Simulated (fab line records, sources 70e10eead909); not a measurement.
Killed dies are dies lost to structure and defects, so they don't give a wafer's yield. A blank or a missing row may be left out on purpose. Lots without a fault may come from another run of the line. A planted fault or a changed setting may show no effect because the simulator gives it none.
Problem report in the 8D (eight disciplines) form, filled by code | flow nand_harc | the parts of the form that need people (team, actions taken, sign-off) are left out

1. THE PROBLEM
oes_product_au at NHARC_A_WL_FILL_ETCHBACK_26 reads a mean of 0.914 a.u. on 3 wafers of 2 lots; wafers without a fault read 0.997 a.u. with a standard deviation of 0.0091. That is -9.1 standard deviations from the usual mean.
The step: etches the open film in HBr, target depth 52 nm, time 13.3 s.
First seen on wafer L751.6, day 19 16:33, on rie_si-06. The record holds 39 wafers of 13 lots with a number at this step. Rule for "out", or "out of limits": more than 4 standard deviations from the usual mean. The other wafers with a number count as sound.

2. WHAT IT IS AND WHAT IT IS NOT
question                    | is                     | is not
which readings at this step | oes_product_au         | chamber_pressure_mTorr, drypump_motor_current_A, throttle_valve_pct
which lots                  | L751, L753             | L735, L736, L737, L739, L740, L741, L742, L744, L752, L757, L758
which wafers of those lots  | L751.6, L753.4, L753.6 | L751.3, L751.5, L753.5
read on which tools         | rie_si-06              | rie_si-02, rie_si-04
when                        | from day 19 16:33      | up to then (26 sound wafers); but 10 sound wafers of L752, L753, L757, L758 came after

3. SUSPECTS, AND WHAT RULES EACH OUT
Counting: a tool at a process step up to the reading stays a suspect if it ran every lot that is out. Sound lots after the first of them don't rule it out here, since some wafers of a struck lot are sound.
- rie_si-06 at NHARC_A_WL_FILL_ETCHBACK_26 (etches the open film in HBr, target depth 52 nm, time 13.3 s): kept. It ran every lot that is out, first L751 (day 19 16:33); its last sound lot up to then is L742 (day 18 05:20). Its own readings are out on those wafers: oes_product_au.
Left after counting: rie_si-06 at NHARC_A_WL_FILL_ETCHBACK_26.

4. THE CAUSE (what the simulator had put in)
Process parameter drift: rie_si-06, from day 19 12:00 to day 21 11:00, at NHARC_A_WL_FILL_ETCHBACK_26. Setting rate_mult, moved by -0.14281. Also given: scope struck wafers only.
Counting left only this tool.

5. THE CHAIN OF EFFECTS, in route order
Each row: a reading whose mean over the struck wafers that have a number lies more than 3 standard deviations from the usual. Only readings for which the record gives a usual standard deviation are gone through. hours: the time from each lot's start at the first step in this table that gives one to its start at this step, as a median over the lots. sigmas: the change in usual standard deviations.
hours | step                        | reading        | usual      | on struck wafers | change | sigmas
0     | NHARC_A_WL_FILL_ETCHBACK_26 | oes_product_au | 0.997 a.u. | 0.914            | -0.083 | -9.1
The process steps in it:
- NHARC_A_WL_FILL_ETCHBACK_26: etches the open film in HBr, target depth 52 nm, time 13.3 s.
Later measuring or inspecting steps at which every struck wafer that the step has a row for has a number for every such reading, and none has moved that far: NHARC_END_SORT_01.

6. WHAT WOULD HAVE CAUGHT IT SOONER
In this record the first reading out of limits was taken at day 19 16:33, 5 hours after the fault began at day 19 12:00.
